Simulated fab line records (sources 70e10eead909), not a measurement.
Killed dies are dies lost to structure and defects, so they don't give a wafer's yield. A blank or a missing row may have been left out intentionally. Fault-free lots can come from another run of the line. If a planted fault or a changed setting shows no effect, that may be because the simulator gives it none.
fab line records | flow nand_harc
record: lots: 14 | wafers: 40 | last_day: 24
route steps=1159 shown A_ONON_D1@439 END@1159
lots that met no fault: taken from a fault-free run of the same line
start_h: start of the lot's first displayed wafer, in hours after the record's first day | wait_h: how many hours have passed since the lot's step before this one | " the same as in the row above | L1.1+2: one row covering several wafers at once | - value missing, or start not given | * or withheld: withheld | < > ~ a bound
route shown NAME@n: NAME is a module with steps in the file, n the number in the route of the first one | usual: mean/standard deviation of fault-free wafers | same: alike in all rows | chamber/n: place in a boat | sites: readings site by site | _std_site: standard deviation of those values | _edge_site: mean of outer sites minus mean of inner sites | radius_mm: for every site, how far away it sits from the centre of the wafer | mask NAME#n: copy n | behind: the last tool/chamber to shape the wafer | hold: cause of the lot's hold/its duration in hours/its outcome | device: names the non-switching transistor (n, p or np) | end of line: the tests these same wafers got at the end of their route | step lacking rows: just its recipe | killed: dies lost to structure and defects at the first sort, not the wafer's yield | map: the dies of a wafer, with x for killed, . for not killed, _ for no die there
set.NAME: the setting as run; set.NAME@STEP: as run at that earlier step | model.NAME: the simulator's own value behind a step, which no gauge read
the route's steps for a sample of lots (tables are steps, rows are wafers)
services: a tool's chamber out of use, with start hour (start_h, from the record's first day; less than 0 if before it), hours out, and reason
== steps ==
step: NHARC_A_ONON_D1_THK_MEAS_21
recipe: thk_meas_gauge: ellipsometry
usual: thk_nm: 1003/11
lot.wafer | tool          | chamber | start_h | wait_h | thk_nm
L287.1    | film_metro-02 | -       | 165.29  | -      | 994
L287.3    | "             | -       | "       | "      | 994
L287.5    | "             | -       | "       | "      | 993
L289.1    | film_metro-01 | -       | 174.72  | -      | 1018
L289.2    | "             | -       | "       | "      | 1018
L289.5    | "             | -       | "       | "      | 1019
L288.2    | film_metro-02 | -       | 174.76  | -      | 1006
L288.3    | "             | -       | "       | "      | 1006
L288.6    | "             | -       | "       | "      | 1006
L291.2    | film_metro-02 | -       | 182.11  | -      | 996
L291.5    | "             | -       | "       | "      | 997
L291.6    | "             | -       | "       | "      | 995
L292.2    | film_metro-01 | -       | 201.65  | -      | 1009
L292.4    | "             | -       | "       | "      | 1011
L297.2    | film_metro-02 | -       | 228.02  | -      | 1022
L297.3    | "             | -       | "       | "      | 1023
L299.2    | film_metro-02 | -       | 245.57  | -      | 1012
L299.4    | "             | -       | "       | "      | 1013
L299.5    | "             | -       | "       | "      | 1015
L301.2    | film_metro-01 | -       | 261.26  | -      | 1001
L301.5    | "             | -       | "       | "      | 1002
L301.6    | "             | -       | "       | "      | 1001
L302.1    | film_metro-02 | -       | 261.27  | -      | 992
L302.4    | "             | -       | "       | "      | 995
L302.5    | "             | -       | "       | "      | 995
L305.1    | film_metro-01 | -       | 264.76  | -      | 1012
L305.2    | "             | -       | "       | "      | 1013
L305.4    | "             | -       | "       | "      | 1014
L304.1    | film_metro-02 | -       | 264.76  | -      | 993
L304.3    | "             | -       | "       | "      | 994
L304.5    | "             | -       | "       | "      | 993
L307.1    | film_metro-02 | -       | 286.07  | -      | 989
L307.3    | "             | -       | "       | "      | 991
L307.5    | "             | -       | "       | "      | 991
L310.1    | film_metro-02 | -       | 293.12  | -      | 998
L310.2    | "             | -       | "       | "      | 1001
L310.3    | "             | -       | "       | "      | 1000
L309.1    | film_metro-02 | -       | 298.75  | -      | 999
L309.4    | "             | -       | "       | "      | 998
L309.5    | "             | -       | "       | "      | 999
step: NHARC_A_ONON_D1_THK_MEAS_27
recipe: thk_meas_gauge: ellipsometry
usual: thk_nm: 1000/9.8
lot.wafer | tool          | chamber | start_h | wait_h | thk_nm
L287.1    | film_metro-01 | -       | 166.86  | -      | 997
L287.3    | "             | -       | "       | "      | 1001
L287.5    | "             | -       | "       | "      | 1001
L289.1    | film_metro-02 | -       | 175.85  | -      | 997
L289.2    | "             | -       | "       | "      | 998
L289.5    | "             | -       | "       | "      | 997
L288.2    | film_metro-01 | -       | 175.92  | -      | 993
L288.3    | "             | -       | "       | "      | 993
L288.6    | "             | -       | "       | "      | 993
L291.2    | film_metro-02 | -       | 183.25  | -      | 1012
L291.5    | "             | -       | "       | "      | 1011
L291.6    | "             | -       | "       | "      | 1012
L292.2    | film_metro-01 | -       | 202.80  | -      | 997
L292.4    | "             | -       | "       | "      | 997
L297.2    | film_metro-01 | -       | 229.16  | -      | 1016
L297.3    | "             | -       | "       | "      | 1014
L299.2    | film_metro-02 | -       | 246.71  | -      | 1002
L299.4    | "             | -       | "       | "      | 999
L299.5    | "             | -       | "       | "      | 1000
L301.2    | film_metro-02 | -       | 262.39  | -      | 988
L301.5    | "             | -       | "       | "      | 989
L301.6    | "             | -       | "       | "      | 987
L302.1    | film_metro-01 | -       | 262.40  | -      | 1002
L302.4    | "             | -       | "       | "      | 1001
L302.5    | "             | -       | "       | "      | 1000
L305.1    | film_metro-01 | -       | 265.89  | -      | 1016
L305.2    | "             | -       | "       | "      | 1014
L305.4    | "             | -       | "       | "      | 1015
L304.1    | film_metro-01 | -       | 266.15  | -      | 985
L304.3    | "             | -       | "       | "      | 985
L304.5    | "             | -       | "       | "      | 985
L307.1    | film_metro-02 | -       | 287.20  | -      | 995
L307.3    | "             | -       | "       | "      | 994
L307.5    | "             | -       | "       | "      | 994
L310.1    | film_metro-02 | -       | 294.26  | -      | 1009
L310.2    | "             | -       | "       | "      | 1008
L310.3    | "             | -       | "       | "      | 1010
L309.1    | film_metro-01 | -       | 299.89  | -      | 984
L309.4    | "             | -       | "       | "      | 985
L309.5    | "             | -       | "       | "      | 986
step: NHARC_A_ONON_D1_DEP_28
recipe: target_thk_a: 10000 | n2_flow_sccm: 2750 | n2o_flow_sccm: 2000 | nh3_flow_sccm: 500 | sih4_flow_sccm: 210 | temp_c: 400
usual: n2o_flow_sccm: 1999/6
lot.wafer | tool          | chamber | start_h | wait_h | n2o_flow_sccm
L287.1    | pecvd_onon-02 | 0       | 166.92  | 0.1    | 1990
L287.3    | "             | 0       | "       | "      | 1990
L287.5    | "             | 0       | "       | "      | 1996
L289.1    | pecvd_onon-02 | 0       | 175.90  | 0.1    | 2006
L289.2    | "             | 0       | "       | "      | 1998
L289.5    | "             | 0       | "       | "      | 1993
L288.2    | pecvd_onon-01 | 0       | 176.03  | 0.1    | 2001
L288.3    | "             | 0       | "       | "      | 2007
L288.6    | "             | 0       | "       | "      | 2001
L291.2    | pecvd_onon-01 | 0       | 183.36  | 0.1    | 2003
L291.5    | "             | 0       | "       | "      | 2007
L291.6    | "             | 0       | "       | "      | 2005
L292.2    | pecvd_onon-02 | 0       | 202.92  | 0.1    | 2003
L292.4    | "             | 0       | "       | "      | 2000
L297.2    | pecvd_onon-02 | 0       | 229.27  | 0.1    | 2002
L297.3    | "             | 0       | "       | "      | 1998
L299.2    | pecvd_onon-01 | 0       | 246.82  | 0.1    | 1999
L299.4    | "             | 0       | "       | "      | 2004
L299.5    | "             | 0       | "       | "      | 2009
L302.1    | pecvd_onon-03 | 0       | 262.46  | 0.1    | 2004
L302.4    | "             | 0       | "       | "      | 2007
L302.5    | "             | 0       | "       | "      | 2006
L301.2    | pecvd_onon-01 | 0       | 262.51  | 0.1    | 1987
L301.5    | "             | 0       | "       | "      | 2003
L301.6    | "             | 0       | "       | "      | 1991
L305.1    | pecvd_onon-01 | 0       | 265.99  | 0.1    | 1998
L305.2    | "             | 0       | "       | "      | 1995
L305.4    | "             | 0       | "       | "      | 1992
L304.1    | pecvd_onon-03 | 0       | 266.20  | 0.1    | 1989
L304.3    | "             | 0       | "       | "      | 1990
L304.5    | "             | 0       | "       | "      | 2003
L307.1    | pecvd_onon-03 | 0       | 287.26  | 0.1    | 1991
L307.3    | "             | 0       | "       | "      | 1985
L307.5    | "             | 0       | "       | "      | 1984
L310.1    | pecvd_onon-03 | 0       | 294.32  | 0.1    | 2007
L310.2    | "             | 0       | "       | "      | 2017
L310.3    | "             | 0       | "       | "      | 2010
L309.1    | pecvd_onon-03 | 0       | 299.94  | 0.1    | 2003
L309.4    | "             | 0       | "       | "      | 1999
L309.5    | "             | 0       | "       | "      | 2004
step: NHARC_A_ONON_D1_THK_MEAS_30
recipe: thk_meas_gauge: ellipsometry
usual: thk_nm: 1002/9.5
lot.wafer | tool          | chamber | start_h | wait_h | thk_nm
L287.1    | film_metro-02 | -       | 167.43  | -      | 1011
L287.3    | "             | -       | "       | "      | 1008
L287.5    | "             | -       | "       | "      | 1010
L289.1    | film_metro-01 | -       | 176.41  | -      | 989
L289.2    | "             | -       | "       | "      | 987
L289.5    | "             | -       | "       | "      | 990
L288.2    | film_metro-02 | -       | 176.49  | -      | 989
L288.3    | "             | -       | "       | "      | 988
L288.6    | "             | -       | "       | "      | 986
L291.2    | film_metro-01 | -       | 183.81  | -      | 1012
L291.5    | "             | -       | "       | "      | 1013
L291.6    | "             | -       | "       | "      | 1013
L292.2    | film_metro-02 | -       | 203.37  | -      | 1920
L292.4    | "             | -       | "       | "      | 994
L297.2    | film_metro-02 | -       | 229.73  | -      | 1936
L297.3    | "             | -       | "       | "      | 1011
L299.2    | film_metro-01 | -       | 247.30  | -      | 984
L299.4    | "             | -       | "       | "      | 984
L299.5    | "             | -       | "       | "      | 985
L301.2    | film_metro-02 | -       | 262.96  | -      | 1003
L301.5    | "             | -       | "       | "      | 1005
L301.6    | "             | -       | "       | "      | 1005
L302.1    | film_metro-01 | -       | 262.97  | -      | 994
L302.4    | "             | -       | "       | "      | 996
L302.5    | "             | -       | "       | "      | 996
L305.1    | film_metro-02 | -       | 266.50  | -      | 1017
L305.2    | "             | -       | "       | "      | 1020
L305.4    | "             | -       | "       | "      | 1018
L304.1    | film_metro-02 | -       | 266.72  | -      | 1014
L304.3    | "             | -       | "       | "      | 1013
L304.5    | "             | -       | "       | "      | 1013
L307.1    | film_metro-02 | -       | 287.77  | -      | 1004
L307.3    | "             | -       | "       | "      | 1001
L307.5    | "             | -       | "       | "      | 1003
L310.1    | film_metro-01 | -       | 294.83  | -      | 1002
L310.2    | "             | -       | "       | "      | 999
L310.3    | "             | -       | "       | "      | 1000
L309.1    | film_metro-01 | -       | 300.45  | -      | 996
L309.4    | "             | -       | "       | "      | 998
L309.5    | "             | -       | "       | "      | 997
step: NHARC_A_ONON_D1_DEP_33
recipe: target_thk_a: 2000 | temp_c: 400 | pressure_torr: 6.5 | rf_w: 900 | teos_flow_sccm: 161.4 | flow_sccm: 2650 | target_thk_nm: 200 | gas: O2 | material: SiO2
usual: heater_power_w: 561/110 | rf_fwd_power_W: 898.3/2.7 | throttle_valve_pct: 15.9/0.52
lot.wafer | tool     | chamber | start_h | wait_h | heater_power_w | rf_fwd_power_W | throttle_valve_pct
L287.1    | pecvd-04 | 1       | 167.49  | 0.1    | 472            | 897.8          | 16.2
L287.3    | "        | 2       | "       | "      | 601            | 898.5          | 15.6
L287.5    | "        | 1       | "       | "      | 466            | 895.4          | 16.2
L289.2    | pecvd-01 | 2       | 176.51  | 0.1    | 669            | 900.7          | 15.7
L289.1    | "        | 0       | "       | "      | 436            | 892.2          | 16.7
L289.5    | "        | 0       | "       | "      | 443            | 899.1          | 17.0
L288.2    | pecvd-02 | 1       | 176.54  | 0.1    | 416            | 900.5          | 16.7
L288.3    | "        | 0       | "       | "      | 376            | 896.8          | 15.6
L288.6    | "        | 0       | "       | "      | 376            | 897.9          | 15.8
L291.2    | pecvd-04 | 0       | 183.86  | 0.1    | 767            | 896.7          | 15.6
L291.5    | "        | 1       | "       | "      | 488            | 899.3          | 16.1
L291.6    | "        | 2       | "       | "      | 552            | 894.5          | 15.7
L292.2    | pecvd-01 | 2       | 203.63  | 0.3    | 710            | 894.9          | 16.0
L292.4    | "        | 1       | "       | "      | 570            | 901.6          | 15.6
L297.3    | pecvd-02 | 2       | 229.78  | 0.1    | 651            | 899.1          | 15.4
L297.2    | "        | 1       | "       | "      | 448            | 899.5          | 16.6
L299.2    | pecvd-04 | 2       | 247.61  | 0.3    | 606            | 895.1          | 15.8
L299.4    | "        | 2       | "       | "      | 616            | 897.9          | 15.4
L299.5    | "        | 1       | "       | "      | 517            | 895.2          | 15.9
L301.2    | pecvd-04 | 0       | 263.02  | 0.1    | 693            | 896.0          | 15.5
L301.6    | "        | 1       | "       | "      | 549            | 891.8          | 16.2
L301.5    | "        | 2       | "       | "      | 448            | 899.4          | 15.7
L302.1    | pecvd-01 | 0       | 263.03  | 0.1    | 471            | 898.9          | 17.1
L302.4    | "        | 0       | "       | "      | 472            | 896.6          | 17.1
L302.5    | "        | 2       | "       | "      | 583            | 899.6          | 16.0
L305.1    | pecvd-04 | 2       | 266.56  | 0.1    | 474            | 903.4          | 15.6
L305.2    | "        | 0       | "       | "      | 693            | 892.6          | 15.4
L305.4    | "        | 2       | "       | "      | 499            | 901.5          | 15.6
L304.3    | pecvd-02 | 0       | 266.83  | 0.1    | 354            | 899.1          | 15.9
L304.1    | "        | 1       | "       | "      | 456            | 898.0          | 17.1
L304.5    | "        | 2       | "       | "      | 614            | 901.6          | 15.5
L307.3    | pecvd-04 | 0       | 287.83  | 0.1    | 651            | 898.6          | 15.7
L307.1    | "        | 2       | "       | "      | 581            | 901.0          | 15.5
L307.5    | "        | 0       | "       | "      | 656            | 896.1          | 15.7
L310.1    | pecvd-04 | 2       | 295.15  | 0.3    | 564            | 902.3          | 15.5
L310.3    | "        | 0       | "       | "      | 603            | 896.3          | 15.5
L310.2    | "        | 1       | "       | "      | 446            | 894.2          | 16.5
L309.1    | pecvd-02 | 0       | 300.55  | 0.1    | 282            | 895.5          | 16.0
L309.5    | "        | 2       | "       | "      | 685            | 897.0          | 15.7
L309.4    | "        | 0       | "       | "      | 310            | 893.0          | 16.0
step: NHARC_END_SORT_01
recipe: temp_c: 25
usual: killed_at_array: 28/11 | killed_at_other: 0.8/1.3 | killed_at_periphery: 3.6/2.5 | killed_dies: 32/11 | killed_open: 3.0/1.8 | killed_short: 2.0/1.5
same: gross_dies: 677
lot.wafer | tool      | chamber | start_h | wait_h | killed_at_array | killed_at_other | killed_at_periphery | killed_dies | killed_open | killed_short
L292.2    | prober-02 | 0       | 493.69  | 2.8    | 670             | 3               | 4                   | 677         | 2           | 2
L292.4    | prober-02 | 0       | 495.30  | 3.4    | 18              | 1               | 3                   | 22          | 3           | 7
killed by level:class
L292.2 A_ONON_D1:area_dep=659 A_STAIRCASE:chamber_film_flake=3 THIN_TSV:chamber_film_flake=3 P_ZERO_WELL:chamber_film_flake=2 A_CHANNEL_HOLE_D1:chamber_film_flake=2 A_CONTACT:chamber_film_flake=2 P_M1:geometric_particle:short=1 A_SOURCE_PLATE:geometric_particle:open=1
L292.4 A_STAIRCASE:chamber_film_flake=5 A_WL_FILL:geometric_particle:short=3 A_CHANNEL_HOLE_D1:chamber_film_flake=2 A_CONTACT:chamber_film_flake=2 P_STI:geometric_particle:short=1 P_M1:geometric_particle:open=1 A_ONON_D1:geometric_particle:short=1 A_CHANNEL_FILL_D1:geometric_particle:short=1
== services ==
tool          | chamber | start_h | hours | kind
pecvd-02      | -       | 153.03  | 13.0  | pm
pecvd-02      | 0       | 153.03  | 13.0  | vent_cycle
pecvd-02      | 1       | 153.03  | 13.0  | vent_cycle
pecvd-02      | 2       | 153.03  | 26.8  | vent_cycle
pecvd_onon-03 | -       | 153.34  | 13.0  | pm
pecvd-02      | 0       | 166.03  | -     | clean
pecvd-02      | 1       | 166.03  | -     | clean
pecvd-02      | 2       | 180.33  | 7.4   | repair
pecvd_onon-01 | -       | 195.00  | 13.0  | pm
pecvd-04      | -       | 195.21  | 13.0  | pm
pecvd-04      | 0       | 195.21  | 13.0  | vent_cycle
pecvd-04      | 1       | 195.21  | 13.0  | vent_cycle
pecvd-04      | 2       | 195.21  | 13.0  | vent_cycle
pecvd-04      | 0       | 208.21  | -     | clean
pecvd-04      | 1       | 208.21  | -     | clean
pecvd-04      | 2       | 208.21  | -     | clean
pecvd-02      | 2       | 237.16  | 14.4  | repair
pecvd-01      | -       | 237.18  | 13.0  | pm
pecvd-01      | 0       | 237.18  | 13.0  | vent_cycle
pecvd-01      | 1       | 237.18  | 13.0  | vent_cycle
pecvd-01      | 2       | 237.18  | 13.0  | vent_cycle
pecvd-01      | 0       | 250.18  | -     | clean
pecvd-01      | 1       | 255.98  | 9.8   | repair
pecvd_onon-02 | -       | 292.39  | 13.0  | pm
== key ==
first_sign: step: NHARC_A_ONON_D1_THK_MEAS_30 | reading: thk_nm | direction: up | sigmas: 98 | usual: 1002 | struck: 1928
effect: step: NHARC_END_SORT_01 | reading: killed_at_array | direction: up | sigmas: 61 | usual: 28 | struck: 670
more_kills_born_at: NHARC_A_ONON_D1_DEP_28@pecvd_onon-02: 659
met_at NHARC_A_ONON_D1_DEP_28
struck_lots L292,L297
struck_wafers L292.2,L297.2
later_rows_left_out L292.2,L297.2
sort_left_out L297.2
tester_left_out L292,L297
not_acting_at NHARC_A_ONON_D1_THK_MEAS_21,NHARC_A_ONON_D1_THK_MEAS_27,NHARC_A_ONON_D1_DEP_33
onset_between 175.90 202.92
fault: kind: process_parameter_drift | tool: pecvd_onon-02 | chamber: - | onset_h: 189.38 | steps: NHARC_A_ONON_D1_DEP_28 | channel: target_thk_a | offset: * | shape: step | end_h: 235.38 | scope: struck_wafers_only | acts_in: * | stated: *
tester_left_out: of these lots the tester's yield and bins aren't shown, on N5 and GAA mostly nor the transistor test; their killed dies are dies lost to structure and defects alone, not to doping, threshold or leakage, so they don't give the yield
sort_left_out: the simulated sort isn't trusted on such a fault, so these wafers' sort isn't shown, and their yield isn't known
later_rows_left_out: the simulator's readings of these wafers behind a module that went badly wrong aren't trusted and aren't shown, but for the sort
